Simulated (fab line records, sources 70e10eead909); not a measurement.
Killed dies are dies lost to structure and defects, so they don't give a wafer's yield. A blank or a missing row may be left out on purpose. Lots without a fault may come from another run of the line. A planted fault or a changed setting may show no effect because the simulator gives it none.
Which tool did it? | flow nand_harc | 11 lots, 33 wafers sampled, at 7 steps of a route of 1302

WHAT THE GAUGES READ, wafer by wafer
NHARC_P_CONTACT_CD_MEAS_12: target cd 90 nm. Usual: cd_nm 90.2 nm, standard deviation 0.62.
lot  | measured     | on        | cd_nm (nm)     | flag
L587 | day 6 02:37  | cd_sem-01 | 90.0 89.6 90.4 |
L588 | day 6 19:17  | cd_sem-02 | 89.7 89.6 90.5 |
L592 | day 7 18:19  | cd_sem-03 | 91.8 90.8 91.0 |
L593 | day 8 07:37  | cd_sem-02 | 89.8 90.5 91.6 |
L594 | day 9 00:03  | cd_sem-01 | 84.0 82.8 84.0 | OFF
L597 | day 10 04:38 | cd_sem-03 | 89.5 89.3 89.4 |
L604 | day 12 22:52 | cd_sem-02 | 90.5 90.7 90.7 |
L605 | day 13 12:12 | cd_sem-01 | 90.7 90.8 90.9 |
L607 | day 14 03:26 | cd_sem-02 | 90.1 90.6 90.7 |
L608 | day 14 15:26 | cd_sem-03 | 90.1 90.5 90.7 |
L609 | day 15 11:50 | cd_sem-03 | 90.8 91.1 90.8 |

NHARC_P_CONTACT_CD_MEAS_19. Usual: cd_nm 89.6 nm, standard deviation 1.3.
lot  | measured     | on        | cd_nm (nm)     | flag
L587 | day 6 03:40  | cd_sem-03 | 90.8 90.0 88.9 |
L588 | day 6 20:24  | cd_sem-02 | 89.1 89.9 90.5 |
L592 | day 7 19:22  | cd_sem-03 | 92.7 89.0 90.9 |
L593 | day 8 08:41  | cd_sem-03 | 89.3 90.3 93.5 |
L594 | day 9 01:06  | cd_sem-02 | 82.2 84.5 82.7 | OFF
L597 | day 10 05:41 | cd_sem-03 | 88.5 89.8 91.3 |
L604 | day 12 23:56 | cd_sem-02 | 89.2 89.5 88.9 |
L605 | day 13 13:15 | cd_sem-02 | 89.7 90.2 89.8 |
L607 | day 14 04:38 | cd_sem-03 | 88.1 90.7 90.4 |
L608 | day 14 16:30 | cd_sem-03 | 89.8 88.4 88.1 |
L609 | day 15 12:53 | cd_sem-02 | 90.7 91.4 90.3 |

NHARC_END_SORT_01. Usual: killed_at_array 50, standard deviation 20; killed_at_other 1.2, standard deviation 1.5; killed_at_periphery 3.6, standard deviation 2.6; killed_dies 55, standard deviation 20; killed_open 3.4, standard deviation 2; killed_short 2.7, standard deviation 1.6.
lot  | measured     | on        | killed_at_array | killed_at_other | killed_at_periphery | killed_dies | killed_open | killed_short | flag
L592 | day 25 19:34 | prober-01 | 63 65 61        | 0 0 1           | 1 1 2               | 64 66 64    | 2 1 1       | 4 0 2        |
L594 | day 28 01:16 | prober-02 | 59              | 0               | 4                   | 63          | 5           | 2            |
L604 | day 30 19:23 | prober-01 | 29 52 40        | 4 1 2           | 5 3 1               | 38 56 43    | 2 9 4       | 5 4 4        |
L609 | day 33 14:21 | prober-01 | 52 37 55        | 0 1 0           | 6 8 2               | 58 46 57    | 3 6 2       | 4 0 1        |

WHICH TOOL RAN EACH LOT (tool, then ch and the chambers of the sampled wafers, then the start)
lot  | NHARC_P_GATE_RTA_64              | NHARC_P_GATE_RTA_82              | NHARC_P_CONTACT_EXPOSE_09          | NHARC_P_CONTACT_ETCH_18
L587 | rtp_anneal-02 ch 0, day 5 23:52  | rtp_anneal-02 ch 0, day 6 00:56  | arfi_scanner-02 ch 0, day 6 02:28  | rie_diel-12 ch 0,1,3, day 6 03:40 or earlier
L588 | rtp_anneal-01 ch 0, day 6 16:23  | rtp_anneal-02 ch 0, day 6 17:29  | arfi_scanner-01 ch 0, day 6 19:09  | rie_diel-04 ch 1,2,3, day 6 20:24 or earlier
L592 | rtp_anneal-01 ch 0, day 7 15:20  | rtp_anneal-01 ch 0, day 7 16:23  | arfi_scanner-01 ch 0, day 7 18:10  | rie_diel-12 ch 0,1,3, day 7 19:22 or earlier
L593 | rtp_anneal-02 ch 0, day 8 04:46  | rtp_anneal-01 ch 0, day 8 05:50  | arfi_scanner-02 ch 0, day 8 07:29  | rie_diel-04 ch 0,1,2, day 8 08:41 or earlier
L594 | rtp_anneal-01 ch 0, day 8 21:13  | rtp_anneal-01 ch 0, day 8 22:17  | arfi_scanner-01 ch 0, day 8 23:55  | rie_diel-12 ch 1,2,3, day 9 01:06 or earlier
L597 | rtp_anneal-01 ch 0, day 10 01:48 | rtp_anneal-01 ch 0, day 10 02:52 | arfi_scanner-01 ch 0, day 10 04:30 | rie_diel-12 ch 1,2,3, day 10 05:41 or earlier
L604 | rtp_anneal-02 ch 0, day 12 20:01 | rtp_anneal-02 ch 0, day 12 21:04 | arfi_scanner-03 ch 0, day 12 22:44 | rie_diel-12 ch 0,2,3, day 12 23:56 or earlier
L605 | rtp_anneal-01 ch 0, day 13 09:23 | rtp_anneal-01 ch 0, day 13 10:26 | arfi_scanner-02 ch 0, day 13 12:04 | rie_diel-04 ch 2,3, day 13 13:15 or earlier
L607 | rtp_anneal-02 ch 0, day 14 00:22 | rtp_anneal-02 ch 0, day 14 01:26 | arfi_scanner-03 ch 0, day 14 03:17 | rie_diel-12 ch 0,1,2, day 14 04:38 or earlier
L608 | rtp_anneal-01 ch 0, day 14 12:34 | rtp_anneal-01 ch 0, day 14 13:39 | arfi_scanner-01 ch 0, day 14 15:18 | rie_diel-12 ch 0,2,3, day 14 16:30 or earlier
L609 | rtp_anneal-02 ch 0, day 15 09:01 | rtp_anneal-02 ch 0, day 15 10:04 | arfi_scanner-02 ch 0, day 15 11:41 | rie_diel-04 ch 0,2,3, day 15 12:53 or earlier
- NHARC_P_GATE_RTA_64: time 1 s.
- NHARC_P_GATE_RTA_82: time 30 s.
- NHARC_P_CONTACT_EXPOSE_09: exposes mask P CA, target cd 90 nm.
- NHARC_P_CONTACT_ETCH_18: etches the open film in C4F8/O2/Ar, target depth 481 nm, time 240.5 s.

WHAT THE TOOLS THEMSELVES READ (means of the sampled wafers that have a number; where no wafer has one, the mark that the record gives instead)
NHARC_P_GATE_RTA_64. Usual: lamp_power_pct 32.1 %, standard deviation 0.99; lamp_zone_2_pct 32.1 %, standard deviation 0.99; lamp_zone_7_pct 32.6 %, standard deviation 1; wafer_temp_C_max 1054.4, standard deviation 1.1.
lot  | tool          | lamp_power_pct (%) | lamp_zone_2_pct (%) | lamp_zone_7_pct (%) | wafer_temp_C_max | flag
L587 | rtp_anneal-02 | 31.1               | 31.1                | 31.6                | 1053.4           |
L588 | rtp_anneal-01 | 33.1               | 33.1                | 33.5                | 1055.0           |
L592 | rtp_anneal-01 | 33.2               | 33.1                | 33.5                | 1055.5           |
L593 | rtp_anneal-02 | 31.2               | 31.2                | 31.6                | 1053.5           |
L594 | rtp_anneal-01 | 33.1               | 33.1                | 33.5                | 1054.6           |
L597 | rtp_anneal-01 | 33.1               | 33.1                | 33.5                | 1055.1           |
L604 | rtp_anneal-02 | 31.1               | 31.1                | 31.6                | 1053.9           |
L605 | rtp_anneal-01 | 33.2               | 33.2                | 33.5                | 1055.7           |
L607 | rtp_anneal-02 | 31.2               | 31.2                | 31.5                | 1053.4           |
L608 | rtp_anneal-01 | 33.1               | 33.1                | 33.6                | 1055.7           |
L609 | rtp_anneal-02 | 31.2               | 31.2                | 31.6                | 1054.1           |

NHARC_P_GATE_RTA_82. Usual: lamp_power_pct 3.80 %, standard deviation 0.11; lamp_zone_2_pct 3.80 %, standard deviation 0.11; lamp_zone_7_pct 4.00 %, standard deviation 0.11; wafer_temp_C_max 452.0, standard deviation 0.57.
lot  | tool          | lamp_power_pct (%) | lamp_zone_2_pct (%) | lamp_zone_7_pct (%) | wafer_temp_C_max | flag
L587 | rtp_anneal-02 | 3.65               | 3.65                | 3.84                | 451.9            |
L588 | rtp_anneal-02 | 3.65               | 3.65                | 3.84                | 451.0            |
L592 | rtp_anneal-01 | 3.88               | 3.88                | 4.08                | 452.2            |
L593 | rtp_anneal-01 | 3.88               | 3.87                | 4.09                | 452.6            |
L594 | rtp_anneal-01 | 3.88               | 3.88                | 4.09                | 452.4            |
L597 | rtp_anneal-01 | 3.88               | 3.88                | 4.09                | 452.4            |
L604 | rtp_anneal-02 | 3.65               | 3.65                | 3.84                | 451.5            |
L605 | rtp_anneal-01 | 3.88               | 3.88                | 4.08                | 452.2            |
L607 | rtp_anneal-02 | 3.65               | 3.65                | 3.84                | 451.8            |
L608 | rtp_anneal-01 | 3.88               | 3.88                | 4.08                | 452.3            |
L609 | rtp_anneal-02 | 3.65               | 3.65                | 3.84                | 451.6            |

NHARC_P_CONTACT_EXPOSE_09. Usual: focus_offset_nm 0.1 nm, standard deviation 0.59.
lot  | tool            | focus_offset_nm (nm) | flag
L587 | arfi_scanner-02 | 0.1                  |
L588 | arfi_scanner-01 | 0.8                  |
L592 | arfi_scanner-01 | -0.2                 |
L593 | arfi_scanner-02 | -0.5                 |
L594 | arfi_scanner-01 | -0.5                 |
L597 | arfi_scanner-01 | -0.6                 |
L604 | arfi_scanner-03 | 0.5                  |
L605 | arfi_scanner-02 | -0.5                 |
L607 | arfi_scanner-03 | 0.2                  |
L608 | arfi_scanner-01 | 0.3                  |
L609 | arfi_scanner-02 | -0.3                 |

NHARC_P_CONTACT_ETCH_18. Usual: oes_product_au 0.963 a.u., standard deviation 0.018; rf_vpp_V 979 V, standard deviation 5.7.
lot  | tool        | oes_product_au (a.u.) | rf_vpp_V (V) | flag
L587 | rie_diel-12 | 0.977                 | 976          |
L588 | rie_diel-04 | 0.939                 | 984          |
L592 | rie_diel-12 | 0.970                 | 975          |
L593 | rie_diel-04 | 0.965                 | 982          |
L594 | rie_diel-12 | 0.972                 | 978          |
L597 | rie_diel-12 | 0.972                 | 979          |
L604 | rie_diel-12 | 0.978                 | 975          |
L605 | rie_diel-04 | 0.976                 | 980          |
L607 | rie_diel-12 | 0.964                 | 977          |
L608 | rie_diel-12 | 0.934                 | 976          |
L609 | rie_diel-04 | 0.974                 | 982          |

THE ANSWER, worked out from the rows above alone
Rule: a lot is off if the mean of its wafers that have a number lies more than 3 standard deviations from the usual mean. A lot without any number at a reading at which 4 lots or more have one is off too. The other lots that the step has rows for count as sound. The gauges are gone through in route order, then the tools' own readings, and for those a lot's mean is taken as printed above. The first step at which some lot is off is used, and at that step the reading that is off furthest; a lot without a number counts as furthest.
Off: L594, at NHARC_P_CONTACT_CD_MEAS_12 (cd_nm).
A tool fits if, at a process step before that reading, it ran every lot that is off, and no sound lot after the first of them. The gauges at NHARC_P_CONTACT_CD_MEAS_12 aren't tried: what is off there is off at NHARC_P_CONTACT_CD_MEAS_19 too, on other tools, and a gauge's error can't cause that. None of those tried fits.

WHAT THE SIMULATOR HAD PUT IN
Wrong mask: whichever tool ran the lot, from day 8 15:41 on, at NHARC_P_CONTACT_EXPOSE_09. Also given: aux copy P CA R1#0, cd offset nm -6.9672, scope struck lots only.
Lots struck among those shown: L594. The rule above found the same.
